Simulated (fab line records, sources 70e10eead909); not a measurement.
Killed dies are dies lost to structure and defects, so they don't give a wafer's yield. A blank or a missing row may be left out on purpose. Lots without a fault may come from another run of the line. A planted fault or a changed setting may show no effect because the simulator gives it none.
fab line records | flow nand_harc
record lots=14 wafers=42 last_day=32
route steps=1302 shown A_M0@1150 A_M1@1169
lots that met no fault: from a run of the same line without faults
start_h: hours from the record's first day to the start of the lot's first wafer shown | wait_h: hours since the lot's step before | " the same as in the row above | L1.1+2: a row that stands for several wafers | - no value, or no start given | * or withheld: withheld | < > ~ a bound
route shown NAME@n: a module of which the file shows steps, and the number in the route of the first | usual: mean/standard deviation of fault-free wafers | same: alike in all rows | chamber/n: place in a boat | sites: the reading at each site | _std_site: their standard deviation | _edge_site: outer sites' mean less inner sites' | radius_mm: how far each site lies from the wafer's centre | mask NAME#n: copy n | behind: the tool/chamber that last shaped the wafer | hold: why the lot was held/for how many hours/how that ended | device: the transistor (n, p or np) that didn't switch | end of line: the same wafers' tests at the end of the route | a step without rows: its recipe alone | killed: dies lost to structure and defects at the first sort, not the wafer's yield | map: a wafer's dies, x killed, . not, _ none there
set.NAME: the setting as run; set.NAME@STEP: as run at that earlier step | model.NAME: the simulator's own value behind a step, which no gauge read
steps of the route over a sample of lots; a table a step, a row a wafer
services: from which hour (start_h, from the record's first day; less than 0 if before it) a tool's chamber was out of use, for how many hours, and why
## steps
# step NHARC_A_M0_DESCUM_14
# recipe time_s=3 o2_flow_sccm=200 ar_flow_sccm=0 bias_power_w=0 chemistry=O2
# usual drypump_motor_current_A=5.7/0.45 oes_product_au=0.999/0.0078 rf_vpp_V=57.9/0.91 showerhead_plenum_p_Torr=1.92/0.086 throttle_valve_pct=11.311/0.0097
# same time_s=3
# columns lot.wafer tool chamber start_h wait_h drypump_motor_current_A oes_product_au rf_hours_counter_h rf_vpp_V showerhead_plenum_p_Torr throttle_valve_pct
L300.1 rie_diel-02 1 514.58 0.1 5.6 0.997 8.0 59.9 1.97 11.305
L300.2 " 2 " " 5.9 1.012 8.1 56.2 1.78 11.316
L300.5 " 3 " " 5.2 0.995 - 58.6 2.00 11.303
L303.2 rie_diel-02 2 536.15 0.1 5.9 0.998 8.7 57.0 1.78 11.318
L303.6 " 3 " " 5.1 0.992 - 57.6 2.00 11.308
L303.5 " 0 " " 5.5 0.991 - 59.6 2.00 11.330
L302.1 rie_diel-02 2 541.31 0.1 5.9 0.991 9.4 57.4 1.78 11.299
L302.4 " 1 " " 5.6 0.990 9.3 57.9 1.97 11.314
L302.5 " 2 " " 6.0 0.991 - 56.8 1.78 11.305
L304.3 rie_diel-09 1 553.40 0.1 5.8 0.993 2.4 57.5 1.85 11.317
L304.1 " 3 " " 6.5 0.984 2.4 57.2 1.79 11.304
L304.5 " 1 " " 5.8 0.996 - 57.6 1.85 11.320
L305.4 rie_diel-09 2 568.88 0.1 5.2 1.008 1.1 58.7 1.85 11.322
L305.2 " 1 " " 5.8 1.002 3.1 57.5 1.85 11.305
L305.5 " 2 " " 5.1 1.001 - 58.4 1.85 11.314
L306.4 rie_diel-12 2 577.13 0.1 5.4 0.999 6.3 58.4 1.97 11.301
L306.2 " 3 " " 5.3 1.008 7.0 58.6 2.03 11.308
L306.5 " 2 " " 5.4 1.002 - 59.3 1.97 11.306
L307.3 rie_diel-12 3 592.04 0.1 5.3 1.009 7.9 57.8 2.03 11.293
L307.2 " 0 " " 5.2 1.018 8.2 57.3 1.98 11.286
L307.6 " 2 " " 5.4 0.996 - 58.9 1.97 11.313
L310.4 rie_diel-12 3 621.64 0.1 5.3 1.001 8.3 58.9 2.03 11.304
L310.3 " 1 " " 6.1 0.989 8.4 56.9 1.94 11.317
L310.5 " 3 " " 5.3 1.003 - 58.2 2.03 11.310
L315.4 rie_diel-02 0 655.02 0.1 5.5 1.002 5.1 59.3 2.00 11.311
L315.1 " 1 " " 5.6 0.996 4.9 58.8 1.97 11.318
L315.6 " 3 " " 5.1 0.997 - 57.8 2.00 11.314
L313.4 rie_diel-02 1 661.96 0.1 5.6 1.001 5.1 58.1 1.97 11.306
L313.1 " 2 " " 5.9 0.998 4.9 56.3 1.78 11.301
L313.6 " 2 " " 5.9 0.995 - 58.6 1.78 11.332
L316.1 rie_diel-02 0 678.22 0.1 5.5 0.992 5.7 58.9 1.99 11.322
L316.4 " 1 " " 5.6 0.994 5.4 57.3 1.97 11.297
L316.5 " 3 " " 5.1 0.985 - 57.3 2.00 11.286
L317.1 rie_diel-02 3 715.24 0.1 5.1 0.991 6.7 57.4 2.00 11.313
L317.4 " 0 " " 5.5 0.995 7.5 59.0 1.99 11.308
L317.6 " 3 " " 5.1 0.989 - 58.2 2.00 11.299
L320.1 rie_diel-09 0 724.72 0.1 6.4 1.004 1.3 58.1 1.98 11.311
L320.4 " 2 " " 5.2 0.996 - 57.6 1.84 11.320
L320.5 " 0 " " 6.4 0.997 - 58.1 1.98 11.326
L323.2 rie_diel-09 2 732.98 0.1 5.2 0.997 2.2 58.1 1.84 11.306
L323.5 " 1 " " 5.8 1.003 - 57.4 1.85 11.323
L323.6 " 2 " " 5.1 1.000 - 57.6 1.84 11.319
# step NHARC_A_M0_PVD_20
# recipe target_thk_a=50 bias_v=168.6 power_w=15000 chamber_pressure_pa=0.12 time_s=8.06 substrate_temp_c=50 material=TaN
# usual throttle_valve_pct=30.2/0.78
# same time_s=8.06
# columns lot.wafer tool chamber start_h wait_h throttle_valve_pct
L300.1 pvd_sputter-01 - - - 29.4
L300.2 " - " " 29.8
L300.5 " - " " 30.0
L303.2 pvd_sputter-03 - - - 30.5
L303.5 " - " " 31.6
L303.6 " - " " 30.9
L302.1 pvd_sputter-02 - - - 30.7
L302.4 " - " " 28.9
L302.5 " - " " 29.3
L304.1 pvd_sputter-02 - - - 30.7
L304.3 " - " " 30.7
L304.5 " - " " 30.9
L305.4 pvd_sputter-03 - - - 31.0
L305.2 " - " " 30.6
L305.5 " - " " 31.0
L306.4 pvd_sputter-01 - - - 29.4
L306.2 " - " " 29.3
L306.5 " - " " 29.5
L307.2 pvd_sputter-02 - - - 29.3
L307.3 " - " " 30.9
L307.6 " - " " 30.9
L310.4 pvd_sputter-03 - - - 30.9
L310.3 " - " " 30.3
L310.5 " - " " 31.4
L315.4 pvd_sputter-02 - - - 29.7
L315.1 " - " " 29.6
L315.6 " - " " 31.3
L313.1 pvd_sputter-02 - - - 29.9
L313.4 " - " " 31.1
L313.6 " - " " 29.8
L316.4 pvd_sputter-02 - - - 30.0
L316.1 " - " " 31.1
L316.5 " - " " 30.3
L317.4 pvd_sputter-03 - - - 31.2
L317.1 " - " " 30.8
L317.6 " - " " 31.4
L320.1 pvd_sputter-02 - - - 29.8
L320.4 " - " " 29.9
L320.5 " - " " 30.5
L323.2 pvd_sputter-02 - - - 29.6
L323.5 " - " " 30.9
L323.6 " - " " 30.7
# step NHARC_A_M0_THK_MEAS_24
# recipe thk_meas_gauge=xrf
# usual thk_nm=113.6/1.4
# columns lot.wafer tool chamber start_h wait_h thk_nm
L300.1 film_metro-01 - 517.04 - 114.4
L300.2 " - " " 113.5
L300.5 " - " " 113.6
L303.2 film_metro-02 - 538.53 - 112.1
L303.5 " - " " 112.5
L303.6 " - " " 111.6
L302.1 film_metro-01 - 543.65 - 112.6
L302.4 " - " " 111.2
L302.5 " - " " 112.9
L304.1 film_metro-02 - 555.74 - 113.5
L304.3 " - " " 116.0
L304.5 " - " " 114.6
L305.2 film_metro-02 - 571.71 - 114.5
L305.4 " - " " 114.0
L305.5 " - " " 115.1
L306.2 film_metro-02 - 579.50 - 112.7
L306.4 " - " " 113.3
L306.5 " - " " 113.1
L307.2 film_metro-01 - 594.36 - 113.1
L307.3 " - " " 111.9
L307.6 " - " " 112.2
L310.3 film_metro-01 - 624.05 - 113.9
L310.4 " - " " 114.2
L310.5 " - " " 112.0
L315.1 film_metro-01 - 657.33 - 114.4
L315.4 " - " " 114.4
L315.6 " - " " 114.2
L313.1 film_metro-01 - 664.32 - 114.2
L313.4 " - " " 112.1
L313.6 " - " " 114.8
L316.1 film_metro-01 - 680.60 - 114.1
L316.4 " - " " 113.5
L316.5 " - " " 116.0
L317.1 film_metro-01 - 717.60 - 116.3
L317.4 " - " " 114.3
L317.6 " - " " 114.1
L320.1 film_metro-01 - 727.06 - 114.3
L320.4 " - " " 115.7
L320.5 " - " " 113.8
L323.2 film_metro-01 - 735.29 - 115.3
L323.5 " - " " 114.9
L323.6 " - " " 114.1
# step NHARC_A_M1_DEP_00
# recipe target_thk_a=1825 target_thk_nm=182.5 temp_c=withheld pressure_torr=5 flow_sccm=200 rf_w=600 material=SiOC
# usual chamber_pressure_Torr=4.999/0.011 rf_fwd_power_W=598.7/1.9
# columns lot.wafer tool chamber start_h wait_h chamber_pressure_Torr rf_fwd_power_W
L300.1 pecvd-02 0 517.73 - 4.991 599.0
L300.2 " 1 " " 4.995 597.6
L300.5 " 2 " " 5.005 601.7
L303.2 pecvd-03 1 539.29 - 4.993 600.1
L303.5 " 1 " " 4.994 596.7
L303.6 " 2 " " 4.983 598.8
L302.1 pecvd-02 1 544.36 - 5.013 597.0
L302.4 " 1 " " 5.003 596.0
L302.5 " 2 " " 5.002 600.5
L304.1 pecvd-04 1 556.45 - 5.001 598.9
L304.3 " 0 " " 4.973 601.3
L304.5 " 2 " " 4.989 598.6
L305.2 pecvd-04 0 572.46 - 5.028 600.3
L305.4 " 2 " " 4.990 597.9
L305.5 " 0 " " 4.997 598.0
L306.2 pecvd-04 0 580.26 - - -
L306.4 " 2 " " - -
L306.5 " 0 " " - -
L307.3 pecvd-04 0 595.05 - - -
L307.2 " 2 " " - -
L307.6 " 1 " " - -
L310.3 pecvd-04 2 624.83 - 5.005 594.6
L310.5 " 1 " " 5.012 597.8
L310.4 " 2 " " 5.003 600.1
L315.1 pecvd-03 2 658.05 - 4.994 598.6
L315.4 " 0 " " 4.982 599.9
L315.6 " 1 " " 4.975 600.0
L313.1 pecvd-03 0 665.11 - 4.994 599.7
L313.6 " 1 " " 4.992 600.8
L313.4 " 2 " " 5.010 601.1
L316.1 pecvd-03 0 681.37 - 5.002 596.7
L316.5 " 2 " " 4.998 597.0
L316.4 " 1 " " 4.993 596.8
L317.1 pecvd-04 1 718.41 - 5.021 597.9
L317.6 " 2 " " 4.991 599.5
L317.4 " 1 " " 5.006 598.4
L320.1 pecvd-04 1 727.84 - 5.006 598.7
L320.5 " 0 " " 4.995 596.8
L320.4 " 1 " " 4.997 601.4
L323.2 pecvd-04 2 736.03 - 4.984 602.2
L323.6 " 2 " " 4.991 601.7
L323.5 " 0 " " 5.003 597.0
## services
# columns tool chamber start_h hours kind
rie_diel-09 - 497.10 9.0 pm
pvd_sputter-02 - 506.44 4.9 repair
rie_diel-09 2 512.51 36.8 repair
pvd_sputter-03 - 526.63 10.0 pm
rie_diel-09 - 543.34 0.5 repair
pecvd-04 1 546.31 3.5 repair
pecvd-03 - 547.16 13.0 pm
rie_diel-09 - 552.39 0.6 repair
rie_diel-09 1 556.03 7.7 repair
rie_diel-02 - 570.71 9.0 pm
rie_diel-02 1 615.42 1.6 repair
pecvd-03 - 627.12 0.3 repair
pvd_sputter-03 - 630.29 4.4 repair
pecvd-04 - 631.06 13.0 pm
pvd_sputter-02 - 638.00 10.0 pm
pvd_sputter-03 - 664.98 0.9 repair
rie_diel-09 - 674.10 9.0 pm
pecvd-04 - 674.79 0.3 repair
rie_diel-09 1 689.60 4.8 repair
pecvd-03 - 693.33 1.7 repair
pvd_sputter-03 - 704.63 10.0 pm
rie_diel-09 3 711.74 15.8 repair
rie_diel-02 2 720.49 2.7 repair
pvd_sputter-02 - 735.21 0.7 repair
## key
first_sign step=NHARC_A_M1_DEP_00 reading=tool_record direction=missing
effect none on later readings
met_at NHARC_A_M1_DEP_00
struck_lots L306,L307
later_rows_left_out L306.2,L306.4,L306.5,L307.2,L307.3,L307.6
sort_left_out L306.2,L306.4,L306.5,L307.2,L307.3,L307.6
tester_left_out L307
not_acting_at NHARC_A_M0_DESCUM_14,NHARC_A_M0_PVD_20,NHARC_A_M0_THK_MEAS_24
onset_between 572.46 580.26
earlier_fault kind=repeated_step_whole tool=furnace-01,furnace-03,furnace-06 chamber=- onset_h=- steps=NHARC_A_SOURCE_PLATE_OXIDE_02 times=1 scope=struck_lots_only
fault kind=skipped_step_whole tool=pecvd-04 chamber=- onset_h=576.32 steps=NHARC_A_M1_DEP_00 scope=struck_lots_only
# tester_left_out: of these lots the tester's yield and bins aren't shown, on N5 and GAA mostly nor the transistor test; their killed dies are dies lost to structure and defects alone, not to doping, threshold or leakage, so they don't give the yield
# sort_left_out: the simulated sort isn't trusted on such a fault, so these wafers' sort isn't shown, and their yield isn't known
# later_rows_left_out: the simulator's readings of these wafers behind a module that went badly wrong aren't trusted and aren't shown, but for the sort
